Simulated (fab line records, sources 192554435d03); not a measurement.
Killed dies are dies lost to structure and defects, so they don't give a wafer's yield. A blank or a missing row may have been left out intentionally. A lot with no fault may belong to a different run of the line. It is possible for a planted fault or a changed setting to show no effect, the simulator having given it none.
Lot-split experiment || flow n5_finfet || route with 1938 steps; 7 lots, 39 wafers read

THE SPLIT
At N5_MOL_CONTACT_COAG_ETCH_67 (etches SOC in N2/H2, target depth 60 nm, overetch 21 nm, time 101.2 s), the setting target_depth_a was moved away from the recipe's 600 angstrom on 18 of the 39 wafers read, by -12.9% to +10.3%. For the rest of the wafers, this setting stayed at what the recipe calls for.

Reading taken at the split's own step.

THE READING
SiARC_of_MOL_CONTACT_COAG_COAT_63.thk_nm (the simulator's own value, which no gauge read), in nm, at N5_MOL_CONTACT_COAG_ETCH_67 (etches SOC in N2/H2, target depth 60 nm, overetch 21 nm, time 101.2 s). There is no usual value for it anywhere in the file. Here, 21 wafers ran the recipe; their average is 5.8 nm with a standard deviation of 0.087 nm.

{"wafer": "L076.1", "tool, chamber at the split": "rie_diel-01, 1,2", "target_depth_a as run, angstrom": 661.7, "against the recipe": "+10.3%", "SiARC_of_MOL_CONTACT_COAG_COAT_63.thk_nm, nm": 5.6, "against lot-mates on the recipe": -0.2}
{"wafer": "L076.5", "tool, chamber at the split": "rie_diel-01, 1,2", "target_depth_a as run, angstrom": 661.7, "against the recipe": "+10.3%", "SiARC_of_MOL_CONTACT_COAG_COAT_63.thk_nm, nm": 5.6, "against lot-mates on the recipe": -0.2}
{"wafer": "L076.2", "tool, chamber at the split": "rie_diel-01, 3,2,3", "target_depth_a as run, angstrom": 600, "against the recipe": "recipe", "SiARC_of_MOL_CONTACT_COAG_COAT_63.thk_nm, nm": 5.8, "against lot-mates on the recipe": "-"}
{"wafer": "L076.4", "tool, chamber at the split": "rie_diel-01, 3,2,3", "target_depth_a as run, angstrom": 600, "against the recipe": "recipe", "SiARC_of_MOL_CONTACT_COAG_COAT_63.thk_nm, nm": 5.8, "against lot-mates on the recipe": "-"}
{"wafer": "L076.6", "tool, chamber at the split": "rie_diel-01, 3,2,3", "target_depth_a as run, angstrom": 600, "against the recipe": "recipe", "SiARC_of_MOL_CONTACT_COAG_COAT_63.thk_nm, nm": 5.8, "against lot-mates on the recipe": "-"}
{"wafer": "L076.3", "tool, chamber at the split": "rie_diel-01, 0", "target_depth_a as run, angstrom": 661.7, "against the recipe": "+10.3%", "SiARC_of_MOL_CONTACT_COAG_COAT_63.thk_nm, nm": 5.4, "against lot-mates on the recipe": -0.4}
{"wafer": "L077.1", "tool, chamber at the split": "rie_diel-01, 1,0,2", "target_depth_a as run, angstrom": 600, "against the recipe": "recipe", "SiARC_of_MOL_CONTACT_COAG_COAT_63.thk_nm, nm": 5.8, "against lot-mates on the recipe": "-"}
{"wafer": "L077.4", "tool, chamber at the split": "rie_diel-01, 1,0,2", "target_depth_a as run, angstrom": 600, "against the recipe": "recipe", "SiARC_of_MOL_CONTACT_COAG_COAT_63.thk_nm, nm": 5.8, "against lot-mates on the recipe": "-"}
{"wafer": "L077.6", "tool, chamber at the split": "rie_diel-01, 1,0,2", "target_depth_a as run, angstrom": 600, "against the recipe": "recipe", "SiARC_of_MOL_CONTACT_COAG_COAT_63.thk_nm, nm": 5.8, "against lot-mates on the recipe": "-"}
{"wafer": "L077.2", "tool, chamber at the split": "rie_diel-01, 3,2,3", "target_depth_a as run, angstrom": 560.8, "against the recipe": "-6.5%", "SiARC_of_MOL_CONTACT_COAG_COAT_63.thk_nm, nm": 6, "against lot-mates on the recipe": "+0.2"}
{"wafer": "L077.3", "tool, chamber at the split": "rie_diel-01, 3,2,3", "target_depth_a as run, angstrom": 560.8, "against the recipe": "-6.5%", "SiARC_of_MOL_CONTACT_COAG_COAT_63.thk_nm, nm": 6, "against lot-mates on the recipe": "+0.2"}
{"wafer": "L077.5", "tool, chamber at the split": "rie_diel-01, 3,2,3", "target_depth_a as run, angstrom": 560.8, "against the recipe": "-6.5%", "SiARC_of_MOL_CONTACT_COAG_COAT_63.thk_nm, nm": 6, "against lot-mates on the recipe": "+0.2"}
{"wafer": "L087.1", "tool, chamber at the split": "rie_diel-01, 0", "target_depth_a as run, angstrom": 537.4, "against the recipe": "-10.4%", "SiARC_of_MOL_CONTACT_COAG_COAT_63.thk_nm, nm": 6, "against lot-mates on the recipe": "+0.1"}
{"wafer": "L087.2", "tool, chamber at the split": "rie_diel-01, 1", "target_depth_a as run, angstrom": 600, "against the recipe": "recipe", "SiARC_of_MOL_CONTACT_COAG_COAT_63.thk_nm, nm": 6, "against lot-mates on the recipe": "-"}
{"wafer": "L087.3", "tool, chamber at the split": "rie_diel-01, 3,1", "target_depth_a as run, angstrom": 537.4, "against the recipe": "-10.4%", "SiARC_of_MOL_CONTACT_COAG_COAT_63.thk_nm, nm": 6.2, "against lot-mates on the recipe": "+0.3"}
{"wafer": "L087.6", "tool, chamber at the split": "rie_diel-01, 3,1", "target_depth_a as run, angstrom": 537.4, "against the recipe": "-10.4%", "SiARC_of_MOL_CONTACT_COAG_COAT_63.thk_nm, nm": 6.2, "against lot-mates on the recipe": "+0.3"}
{"wafer": "L087.4", "tool, chamber at the split": "rie_diel-01, 3,0", "target_depth_a as run, angstrom": 600, "against the recipe": "recipe", "SiARC_of_MOL_CONTACT_COAG_COAT_63.thk_nm, nm": 5.8, "against lot-mates on the recipe": "-"}
{"wafer": "L087.5", "tool, chamber at the split": "rie_diel-01, 3,0", "target_depth_a as run, angstrom": 600, "against the recipe": "recipe", "SiARC_of_MOL_CONTACT_COAG_COAT_63.thk_nm, nm": 5.8, "against lot-mates on the recipe": "-"}
{"wafer": "L088.1", "tool, chamber at the split": "rie_diel-01, 3", "target_depth_a as run, angstrom": 600, "against the recipe": "recipe", "SiARC_of_MOL_CONTACT_COAG_COAT_63.thk_nm, nm": 5.8, "against lot-mates on the recipe": "-"}
{"wafer": "L088.5", "tool, chamber at the split": "rie_diel-01, 3", "target_depth_a as run, angstrom": 600, "against the recipe": "recipe", "SiARC_of_MOL_CONTACT_COAG_COAT_63.thk_nm, nm": 5.8, "against lot-mates on the recipe": "-"}
{"wafer": "L088.2", "tool, chamber at the split": "rie_diel-01, 1,2,0", "target_depth_a as run, angstrom": 522.9, "against the recipe": "-12.9%", "SiARC_of_MOL_CONTACT_COAG_COAT_63.thk_nm, nm": 6.2, "against lot-mates on the recipe": "+0.5"}
{"wafer": "L088.3", "tool, chamber at the split": "rie_diel-01, 1,2,0", "target_depth_a as run, angstrom": 522.9, "against the recipe": "-12.9%", "SiARC_of_MOL_CONTACT_COAG_COAT_63.thk_nm, nm": 6.2, "against lot-mates on the recipe": "+0.5"}
{"wafer": "L088.4", "tool, chamber at the split": "rie_diel-01, 1,2,0", "target_depth_a as run, angstrom": 522.9, "against the recipe": "-12.9%", "SiARC_of_MOL_CONTACT_COAG_COAT_63.thk_nm, nm": 6.2, "against lot-mates on the recipe": "+0.5"}
{"wafer": "L088.6", "tool, chamber at the split": "rie_diel-01, 0", "target_depth_a as run, angstrom": 600, "against the recipe": "recipe", "SiARC_of_MOL_CONTACT_COAG_COAT_63.thk_nm, nm": 5.6, "against lot-mates on the recipe": "-"}
{"wafer": "L090.1", "tool, chamber at the split": "rie_diel-02, 1", "target_depth_a as run, angstrom": 600, "against the recipe": "recipe", "SiARC_of_MOL_CONTACT_COAG_COAT_63.thk_nm, nm": 5.6, "against lot-mates on the recipe": "-"}
{"wafer": "L090.2", "tool, chamber at the split": "rie_diel-02, 2,3,2", "target_depth_a as run, angstrom": 569.2, "against the recipe": "-5.1%", "SiARC_of_MOL_CONTACT_COAG_COAT_63.thk_nm, nm": 6, "against lot-mates on the recipe": "+0.3"}
{"wafer": "L090.5", "tool, chamber at the split": "rie_diel-02, 2,3,2", "target_depth_a as run, angstrom": 569.2, "against the recipe": "-5.1%", "SiARC_of_MOL_CONTACT_COAG_COAT_63.thk_nm, nm": 6, "against lot-mates on the recipe": "+0.3"}
{"wafer": "L090.6", "tool, chamber at the split": "rie_diel-02, 2,3,2", "target_depth_a as run, angstrom": 569.2, "against the recipe": "-5.1%", "SiARC_of_MOL_CONTACT_COAG_COAT_63.thk_nm, nm": 6, "against lot-mates on the recipe": "+0.3"}
{"wafer": "L090.3", "tool, chamber at the split": "rie_diel-02, 0,3", "target_depth_a as run, angstrom": 600, "against the recipe": "recipe", "SiARC_of_MOL_CONTACT_COAG_COAT_63.thk_nm, nm": 5.8, "against lot-mates on the recipe": "-"}
{"wafer": "L090.4", "tool, chamber at the split": "rie_diel-02, 0,3", "target_depth_a as run, angstrom": 600, "against the recipe": "recipe", "SiARC_of_MOL_CONTACT_COAG_COAT_63.thk_nm, nm": 5.8, "against lot-mates on the recipe": "-"}
{"wafer": "L094.1", "tool, chamber at the split": "rie_diel-01, 1", "target_depth_a as run, angstrom": 600, "against the recipe": "recipe", "SiARC_of_MOL_CONTACT_COAG_COAT_63.thk_nm, nm": 6, "against lot-mates on the recipe": "-"}
{"wafer": "L094.2", "tool, chamber at the split": "rie_diel-01, 2,0", "target_depth_a as run, angstrom": 600, "against the recipe": "recipe", "SiARC_of_MOL_CONTACT_COAG_COAT_63.thk_nm, nm": 5.8, "against lot-mates on the recipe": "-"}
{"wafer": "L094.3", "tool, chamber at the split": "rie_diel-01, 2,0", "target_depth_a as run, angstrom": 600, "against the recipe": "recipe", "SiARC_of_MOL_CONTACT_COAG_COAT_63.thk_nm, nm": 5.8, "against lot-mates on the recipe": "-"}
{"wafer": "L094.4", "tool, chamber at the split": "rie_diel-01, 3,0,3", "target_depth_a as run, angstrom": 532.9, "against the recipe": "-11.2%", "SiARC_of_MOL_CONTACT_COAG_COAT_63.thk_nm, nm": 6.2, "against lot-mates on the recipe": "+0.3"}
{"wafer": "L094.5", "tool, chamber at the split": "rie_diel-01, 3,0,3", "target_depth_a as run, angstrom": 532.9, "against the recipe": "-11.2%", "SiARC_of_MOL_CONTACT_COAG_COAT_63.thk_nm, nm": 6.2, "against lot-mates on the recipe": "+0.3"}
{"wafer": "L094.6", "tool, chamber at the split": "rie_diel-01, 3,0,3", "target_depth_a as run, angstrom": 532.9, "against the recipe": "-11.2%", "SiARC_of_MOL_CONTACT_COAG_COAT_63.thk_nm, nm": 6.2, "against lot-mates on the recipe": "+0.3"}
{"wafer": "L096.3", "tool, chamber at the split": "rie_diel-01, 2,1,1", "target_depth_a as run, angstrom": 600, "against the recipe": "recipe", "SiARC_of_MOL_CONTACT_COAG_COAT_63.thk_nm, nm": 5.8, "against lot-mates on the recipe": "-"}
{"wafer": "L096.4", "tool, chamber at the split": "rie_diel-01, 2,1,1", "target_depth_a as run, angstrom": 600, "against the recipe": "recipe", "SiARC_of_MOL_CONTACT_COAG_COAT_63.thk_nm, nm": 5.8, "against lot-mates on the recipe": "-"}
{"wafer": "L096.6", "tool, chamber at the split": "rie_diel-01, 2,1,1", "target_depth_a as run, angstrom": 600, "against the recipe": "recipe", "SiARC_of_MOL_CONTACT_COAG_COAT_63.thk_nm, nm": 5.8, "against lot-mates on the recipe": "-"}
The file does not say which wafer passed through which chamber wherever a row lists several chambers: such a row stands for several wafers.

THE FIT
A straight line over all 39 wafers: SiARC_of_MOL_CONTACT_COAG_COAT_63.thk_nm changes by -0.0309 nm for each +1% of target_depth_a; r = -0.92; the points scatter about the line by 0.079 nm.
The same after taking each lot's own level away (the mean of its wafers on the recipe; 39 wafers): -0.0304 nm for each +1%; r = -0.93; scatter 0.077 nm.
Per that fit: largest target_depth_a move, reading shift of 0.39 nm.
From 5.73 to 5.87 nm: that is the span of the lots' own levels, equal to 1.5 times the standard deviation above.
Hence the lot-to-lot level has little effect on the slope; both slopes agree.
Check: +0.397 nm against its lot-mates is what the line predicts for one of the wafers moved furthest among these (-12.9%) when that wafer is left out of the fit. It came out at +0.467 nm against them.

FURTHER SPLITS ON THESE WAFERS
Note: prior to the reading, these wafers also went through further splits. Each is held against what the fit with the lots' levels taken away leaves over:
{"other split on the same wafers": "N5_FIN_SAQP_FIN_ETCH_36 icp_w", "wafers away from the commonest value": 18, "r with SiARC_of_MOL_CONTACT_COAG_COAT_63.thk_nm (lot level and that fit taken away)": "+0.22"}
{"other split on the same wafers": "N5_DUMMY_GATE_ETCH_37 source_w", "wafers away from the commonest value": 15, "r with SiARC_of_MOL_CONTACT_COAG_COAT_63.thk_nm (lot level and that fit taken away)": -0.29}
{"other split on the same wafers": "N5_HKMG_FIN_ETCH_35 target_depth_a", "wafers away from the commonest value": 12, "r with SiARC_of_MOL_CONTACT_COAG_COAT_63.thk_nm (lot level and that fit taken away)": -0.48}
{"other split on the same wafers": "N5_GATE_CUT_ETCH_56 icp_w", "wafers away from the commonest value": 12, "r with SiARC_of_MOL_CONTACT_COAG_COAT_63.thk_nm (lot level and that fit taken away)": "+0.44"}
{"other split on the same wafers": "N5_GATE_CUT_ALD_22 ald_cycles", "wafers away from the commonest value": 12, "r with SiARC_of_MOL_CONTACT_COAG_COAT_63.thk_nm (lot level and that fit taken away)": -0.22}
{"other split on the same wafers": "N5_MOL_CONTACT_COAG_ETCH_91 source_w", "wafers away from the commonest value": 15, "r with SiARC_of_MOL_CONTACT_COAG_COAT_63.thk_nm (lot level and that fit taken away)": "+0.38"}

THE FILE'S OWN FIT
SiARC_of_MOL_CONTACT_COAG_COAT_63.thk_nm changes by -0.0312 nm for each +1% of target_depth_a, r = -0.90.
